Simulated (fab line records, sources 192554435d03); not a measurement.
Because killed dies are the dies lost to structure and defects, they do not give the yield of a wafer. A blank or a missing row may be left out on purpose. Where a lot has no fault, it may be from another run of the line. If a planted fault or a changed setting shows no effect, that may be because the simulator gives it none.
Lot-split experiment || flow n5-finfet || on a route of 1938 steps: 7 lots, 39 wafers read

## ON THE SPLIT
At N5_BEOL_M8_ILD_DEP_00 (deposits SiCOH lowk from DEMS/porogen, target thk 179.75 nm, time 33.4 s), the setting time-s was moved away from the recipe's 33.4 s on 12 of the 39 wafers read, by -16.2% to +51.3%. For the rest of the wafers, this setting stayed at what the recipe calls for.

## BETWEEN THE SPLIT AND THE READING: the file shows 1 step in between
- N5_BEOL_M8_CURE_74: cures SiCOH lowk, time 240 s

## THE READING
M8_ILD_THK in nanometres, read at N5_BEOL_M8_THK_MEAS_01. Typical for fault-free wafers on this fab line: 154.0 nm, with standard deviation 1.7 nm.

{"wafer": "L076.1", "tool, chamber at the split": "pecvd-02, 2", "time-s as run, s": 33.4, "against the recipe": "recipe", "M8_ILD_THK, nm": 152.1, "against lot-mates on the recipe": "-"}
{"wafer": "L076.2", "tool, chamber at the split": "pecvd-02, 0", "time-s as run, s": 41.82, "against the recipe": "+25.2%", "M8_ILD_THK, nm": 190.0, "against lot-mates on the recipe": "+35.8"}
{"wafer": "L076.3", "tool, chamber at the split": "pecvd-02, 1", "time-s as run, s": 41.82, "against the recipe": "+25.2%", "M8_ILD_THK, nm": 190.3, "against lot-mates on the recipe": "+36.1"}
{"wafer": "L076.4", "tool, chamber at the split": "pecvd-02, 2", "time-s as run, s": 33.4, "against the recipe": "recipe", "M8_ILD_THK, nm": 155.7, "against lot-mates on the recipe": "-"}
{"wafer": "L076.5", "tool, chamber at the split": "pecvd-02, 0", "time-s as run, s": 33.4, "against the recipe": "recipe", "M8_ILD_THK, nm": 154.8, "against lot-mates on the recipe": "-"}
{"wafer": "L076.6", "tool, chamber at the split": "pecvd-02, 1", "time-s as run, s": 41.82, "against the recipe": "+25.2%", "M8_ILD_THK, nm": 194.1, "against lot-mates on the recipe": "+39.9"}
{"wafer": "L077.1", "tool, chamber at the split": "pecvd-02, 1", "time-s as run, s": 33.4, "against the recipe": "recipe", "M8_ILD_THK, nm": 154.1, "against lot-mates on the recipe": "-"}
{"wafer": "L077.2", "tool, chamber at the split": "pecvd-02, 0", "time-s as run, s": 33.4, "against the recipe": "recipe", "M8_ILD_THK, nm": 151.4, "against lot-mates on the recipe": "-"}
{"wafer": "L077.3", "tool, chamber at the split": "pecvd-02, 2", "time-s as run, s": 33.4, "against the recipe": "recipe", "M8_ILD_THK, nm": 153.7, "against lot-mates on the recipe": "-"}
{"wafer": "L077.4", "tool, chamber at the split": "pecvd-02, 0", "time-s as run, s": 33.4, "against the recipe": "recipe", "M8_ILD_THK, nm": 155.1, "against lot-mates on the recipe": "-"}
{"wafer": "L077.5", "tool, chamber at the split": "pecvd-02, 2", "time-s as run, s": 33.4, "against the recipe": "recipe", "M8_ILD_THK, nm": 155.8, "against lot-mates on the recipe": "-"}
{"wafer": "L077.6", "tool, chamber at the split": "pecvd-02, 1", "time-s as run, s": 33.4, "against the recipe": "recipe", "M8_ILD_THK, nm": 155.5, "against lot-mates on the recipe": "-"}
{"wafer": "L079.1", "tool, chamber at the split": "pecvd-03, 0", "time-s as run, s": 33.4, "against the recipe": "recipe", "M8_ILD_THK, nm": 154.5, "against lot-mates on the recipe": "-"}
{"wafer": "L079.2", "tool, chamber at the split": "pecvd-03, 2", "time-s as run, s": 33.4, "against the recipe": "recipe", "M8_ILD_THK, nm": 155.4, "against lot-mates on the recipe": "-"}
{"wafer": "L079.3", "tool, chamber at the split": "pecvd-03, 1", "time-s as run, s": 33.4, "against the recipe": "recipe", "M8_ILD_THK, nm": 153.6, "against lot-mates on the recipe": "-"}
{"wafer": "L079.4", "tool, chamber at the split": "pecvd-03, 0", "time-s as run, s": 33.4, "against the recipe": "recipe", "M8_ILD_THK, nm": 156.4, "against lot-mates on the recipe": "-"}
{"wafer": "L079.5", "tool, chamber at the split": "pecvd-03, 1,2", "time-s as run, s": 33.4, "against the recipe": "recipe", "M8_ILD_THK, nm": 155.8, "against lot-mates on the recipe": "-"}
{"wafer": "L079.6", "tool, chamber at the split": "pecvd-03, 1,2", "time-s as run, s": 33.4, "against the recipe": "recipe", "M8_ILD_THK, nm": 155.7, "against lot-mates on the recipe": "-"}
{"wafer": "L083.1", "tool, chamber at the split": "pecvd-03, 2", "time-s as run, s": 33.4, "against the recipe": "recipe", "M8_ILD_THK, nm": 152.3, "against lot-mates on the recipe": "-"}
{"wafer": "L083.5", "tool, chamber at the split": "pecvd-03, 2", "time-s as run, s": 33.4, "against the recipe": "recipe", "M8_ILD_THK, nm": 155.8, "against lot-mates on the recipe": "-"}
{"wafer": "L083.6", "tool, chamber at the split": "pecvd-03, 1", "time-s as run, s": 33.4, "against the recipe": "recipe", "M8_ILD_THK, nm": 152.5, "against lot-mates on the recipe": "-"}
{"wafer": "L090.1", "tool, chamber at the split": "pecvd-01, 0", "time-s as run, s": 33.4, "against the recipe": "recipe", "M8_ILD_THK, nm": 153.2, "against lot-mates on the recipe": "-"}
{"wafer": "L090.2", "tool, chamber at the split": "pecvd-01, 2", "time-s as run, s": 33.4, "against the recipe": "recipe", "M8_ILD_THK, nm": 153.7, "against lot-mates on the recipe": "-"}
{"wafer": "L090.3", "tool, chamber at the split": "pecvd-01, 1", "time-s as run, s": 39.13, "against the recipe": "+17.2%", "M8_ILD_THK, nm": 178.6, "against lot-mates on the recipe": "+25.2"}
{"wafer": "L090.4", "tool, chamber at the split": "pecvd-01, 1", "time-s as run, s": 39.13, "against the recipe": "+17.2%", "M8_ILD_THK, nm": 181.1, "against lot-mates on the recipe": "+27.7"}
{"wafer": "L090.5", "tool, chamber at the split": "pecvd-01, 0", "time-s as run, s": 33.4, "against the recipe": "recipe", "M8_ILD_THK, nm": 153.3, "against lot-mates on the recipe": "-"}
{"wafer": "L090.6", "tool, chamber at the split": "pecvd-01, 2", "time-s as run, s": 39.13, "against the recipe": "+17.2%", "M8_ILD_THK, nm": 182.4, "against lot-mates on the recipe": "+29.0"}
{"wafer": "L094.1", "tool, chamber at the split": "pecvd-03, 1", "time-s as run, s": 27.99, "against the recipe": "-16.2%", "M8_ILD_THK, nm": 126.9, "against lot-mates on the recipe": -25.2}
{"wafer": "L094.2", "tool, chamber at the split": "pecvd-03, 0", "time-s as run, s": 33.4, "against the recipe": "recipe", "M8_ILD_THK, nm": 151.2, "against lot-mates on the recipe": "-"}
{"wafer": "L094.3", "tool, chamber at the split": "pecvd-03, 2", "time-s as run, s": 33.4, "against the recipe": "recipe", "M8_ILD_THK, nm": 152.0, "against lot-mates on the recipe": "-"}
{"wafer": "L094.4", "tool, chamber at the split": "pecvd-03, 1", "time-s as run, s": 33.4, "against the recipe": "recipe", "M8_ILD_THK, nm": 153.2, "against lot-mates on the recipe": "-"}
{"wafer": "L094.5", "tool, chamber at the split": "pecvd-03, 0", "time-s as run, s": 27.99, "against the recipe": "-16.2%", "M8_ILD_THK, nm": 128.7, "against lot-mates on the recipe": -23.4}
{"wafer": "L094.6", "tool, chamber at the split": "pecvd-03, 2", "time-s as run, s": 27.99, "against the recipe": "-16.2%", "M8_ILD_THK, nm": 131.0, "against lot-mates on the recipe": -21.1}
{"wafer": "L096.1", "tool, chamber at the split": "pecvd-02, 2", "time-s as run, s": 50.54, "against the recipe": "+51.3%", "M8_ILD_THK, nm": 232.0, "against lot-mates on the recipe": "+76.9"}
{"wafer": "L096.2", "tool, chamber at the split": "pecvd-02, 1", "time-s as run, s": 50.54, "against the recipe": "+51.3%", "M8_ILD_THK, nm": 229.5, "against lot-mates on the recipe": "+74.4"}
{"wafer": "L096.3", "tool, chamber at the split": "pecvd-02, 0", "time-s as run, s": 33.4, "against the recipe": "recipe", "M8_ILD_THK, nm": 154.5, "against lot-mates on the recipe": "-"}
{"wafer": "L096.4", "tool, chamber at the split": "pecvd-02, 0", "time-s as run, s": 33.4, "against the recipe": "recipe", "M8_ILD_THK, nm": 154.8, "against lot-mates on the recipe": "-"}
{"wafer": "L096.5", "tool, chamber at the split": "pecvd-02, 2", "time-s as run, s": 33.4, "against the recipe": "recipe", "M8_ILD_THK, nm": 155.9, "against lot-mates on the recipe": "-"}
{"wafer": "L096.6", "tool, chamber at the split": "pecvd-02, 1", "time-s as run, s": 50.54, "against the recipe": "+51.3%", "M8_ILD_THK, nm": 233.8, "against lot-mates on the recipe": "+78.7"}
Where a row lists several chambers, the file gives one row for several wafers and doesn't say which wafer went through which chamber.

FIT RESULTS
A straight line over all 39 wafers: M8_ILD_THK changes by +1.52 nm for each +1% of time-s; r = +1.00; the points scatter about the line by 1.7 nm.
The same after taking each lot's own level away (the mean of its wafers on the recipe; 39 wafers): +1.49 nm for each +1%; r = +1.00; scatter 1.5 nm.
Per that fit: largest time-s move, reading shift of 77 nm.
Measured against the standard deviation above, the lots' own levels, which go from 152.13 to 155.23 nm, span 1.8 times it.
Hence the lot-to-lot level has little effect on the slope; both slopes agree.
Check: for one of the wafers moved furthest among these (+51.3%), held out of the fit, the line's prediction against its lot-mates is +76.7 nm. Against them it came out at +76.9 nm.

## ADDITIONAL SPLITS CARRIED BY THESE WAFERS
Before the reading, these wafers also passed through other splits. Each is held against what the fit with the lots' levels taken away leaves over:
{"other split on the same wafers": "N5_BEOL_M4_TRENCH_ETCH_37 time-s", "wafers away from the commonest value": 12, "r with M8_ILD_THK (lot level and that fit taken away)": "+0.13"}

## THE WHOLE CHAIN: every reading that the file lists as answering this split, in the file's order
{"step": "N5_BEOL_M8_ILD_DEP_00", "what it does": "deposits SiCOH lowk from DEMS/porogen, target thk 179.75 nm, time 33.4 s", "reading": "SiCOH_lowk_of_BEOL_M8_ILD_DEP_00.thk-nm (the simulator's own value, which no gauge read)", "change (the file's fit)": "+1.71 nm for each +1% of the setting", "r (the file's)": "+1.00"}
{"step": "N5_BEOL_M8_CURE_74", "what it does": "cures SiCOH lowk, time 240 s", "reading": "SiCOH_lowk_of_BEOL_M8_ILD_DEP_00.thk-nm (the simulator's own value, which no gauge read)", "change (the file's fit)": "+1.5 nm for each +1% of the setting", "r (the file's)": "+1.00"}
{"step": "N5_BEOL_M8_THK_MEAS_01", "what it does": "", "reading": "M8_ILD_THK", "change (the file's fit)": "+1.5 for each +1% of the setting", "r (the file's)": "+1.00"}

## FILE'S OWN FIT
M8_ILD_THK changes by +1.5 nm for each +1% of time-s, r = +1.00.
